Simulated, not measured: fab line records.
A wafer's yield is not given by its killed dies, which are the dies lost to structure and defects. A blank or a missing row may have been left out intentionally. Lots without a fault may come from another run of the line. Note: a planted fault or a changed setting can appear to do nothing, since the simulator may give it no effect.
Split-lot study + flow n5-finfet + 7 lots, 21 wafers read, on a route of 1938 steps

== THE SPLIT ==
At N5_BEOL_M9_TRENCH_ETCH_37 (etches SiCOH lowk in C4F6/O2, target depth 151.43 nm, time 49 s), the setting bias-w was moved away from the recipe's 185 W on 6 of the 21 wafers read, by -13.9% to +17.6%. All remaining wafers had this setting at the recipe value.

== FROM THE SPLIT TO THE READING: what the file shows between them, 4 steps ==
- N5_BEOL_M9_ETCH_41: etches SiCN in CH3F/O2, target depth 36.6 nm, time 70.1 s
- N5_BEOL_M9_STRIP_80: strips in N2/H2, time 10 s
- N5_BEOL_M9_ANNEAL_51: time 90 s
- N5_BEOL_M9_CMP_52: polishes, stops on SiCOH lowk, t overpolish 7 s, target thk 140 nm

== THE READING ==
M9_THK, in nm, at N5_BEOL_M9_THK_MEAS_53 (measures by xrf). Fault-free wafers of this fab line usually give 133 nm, standard deviation 3.4 nm.

| wafer  | tool, chamber at the split | bias-w as run, W | against the recipe | M9_THK, nm | against lot-mates on the recipe |
|--------|----------------------------|------------------|--------------------|------------|---------------------------------|
| L075.2 | rie-diel-04, 0             | 185              | recipe             | 136        | -                               |
| L075.3 | rie-diel-04, 2             | 214              | +15.7%             | 140        | +4                              |
| L075.5 | rie-diel-04, 1             | 185              | recipe             | 137        | -                               |
| L074.3 | rie-diel-03, 3             | 204              | +10.3%             | 137        | +7                              |
| L074.4 | rie-diel-03, 1             | 185              | recipe             | 130        | -                               |
| L074.6 | rie-diel-03, 0             | 204              | +10.3%             | 138        | +8                              |
| L086.2 | rie-diel-03, 1             | 185              | recipe             | 133        | -                               |
| L086.5 | rie-diel-03, 2             | 159.2            | -13.9%             | 128        | -6                              |
| L086.6 | rie-diel-03, 1             | 185              | recipe             | 135        | -                               |
| L088.1 | rie-diel-03, 2             | 166.2            | -10.2%             | 124        | -6                              |
| L088.3 | rie-diel-03, 3             | 185              | recipe             | 130        | -                               |
| L088.5 | rie-diel-03, 2             | 185              | recipe             | 129        | -                               |
| L089.1 | rie-diel-04, 2             | 185              | recipe             | 135        | -                               |
| L089.3 | rie-diel-04, 0             | 217.5            | +17.6%             | 143        | +6                              |
| L089.4 | rie-diel-04, 1             | 185              | recipe             | 139        | -                               |
| L092.1 | rie-diel-03, 2             | 185              | recipe             | 127        | -                               |
| L092.4 | rie-diel-03, 0             | 185              | recipe             | 130        | -                               |
| L092.6 | rie-diel-03, 2             | 185              | recipe             | 129        | -                               |
| L097.1 | rie-diel-01, 1             | 185              | recipe             | 129        | -                               |
| L097.3 | rie-diel-01, 3             | 185              | recipe             | 126        | -                               |
| L097.4 | rie-diel-01, 2             | 185              | recipe             | 128        | -                               |

THE FIT
A straight line over all 21 wafers: M9_THK changes by +0.542 nm for each +1% of bias-w; r = +0.74; the points scatter about the line by 3.6 nm.
The same after taking each lot's own level away (the mean of its wafers on the recipe; 21 wafers): +0.427 nm for each +1%; r = +0.88; scatter 1.7 nm.
According to that fit, moving bias-w by its largest amount changes the reading by 7.5 nm.
Measured against the standard deviation above, the lots' own levels, which go from 127.7 to 137.0 nm, span 2.7 times it.
So the lot-to-lot level blurs the effect unless lot-mates are compared.
Check: for one of the wafers moved furthest among these (+17.6%), held out of the fit, the line's prediction against its lot-mates is +8.17 nm. Against them it came out at +6 nm.
Tool readings at the split's step, against how far the setting was moved: rf-vpp-V r = +0.97.

== THE OTHER SPLITS THESE WAFERS WENT THROUGH ==
Before the reading, these wafers also passed through other splits. Each is held against what the fit with the lots' levels taken away leaves over:
| other split on the same wafers     | wafers away from the commonest value | r with M9_THK (lot level and that fit taken away) |
|------------------------------------|--------------------------------------|---------------------------------------------------|
| N5_BEOL_M6_ETCH_65 target-depth-a  | 7                                    | +0.12                                             |
| N5_BEOL_M7_ETCH_61 source-w        | 5                                    | -0.16                                             |
| N5_BEOL_M7_COAT_71 spin-rpm        | 8                                    | +0.11                                             |
| N5_BEOL_M8_DESCUM_33 time-s        | 7                                    | +0.23                                             |
| N5_BEOL_M8_TRENCH_ETCH_37 source-w | 7                                    | +0.10                                             |
| N5_BEOL_M9_ETCH_66 time-s          | 4                                    | -0.14                                             |

== THE WHOLE CHAIN: every reading that the file lists as answering this split, in the file's order ==
| step                      | what it does                                                    | reading  | change (the file's fit)             | r (the file's) |
|---------------------------|-----------------------------------------------------------------|----------|-------------------------------------|----------------|
| N5_BEOL_M9_TRENCH_ETCH_37 | etches SiCOH lowk in C4F6/O2, target depth 151.43 nm, time 49 s | rf-vpp-V | +5.48 V for each +1% of the setting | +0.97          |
| N5_BEOL_M9_THK_MEAS_53    | measures by xrf                                                 | M9_THK   | +0.397 for each +1% of the setting  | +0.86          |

== THE FILE'S OWN FIT ==
M9_THK changes by +0.397 nm for each +1% of bias-w, r = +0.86.
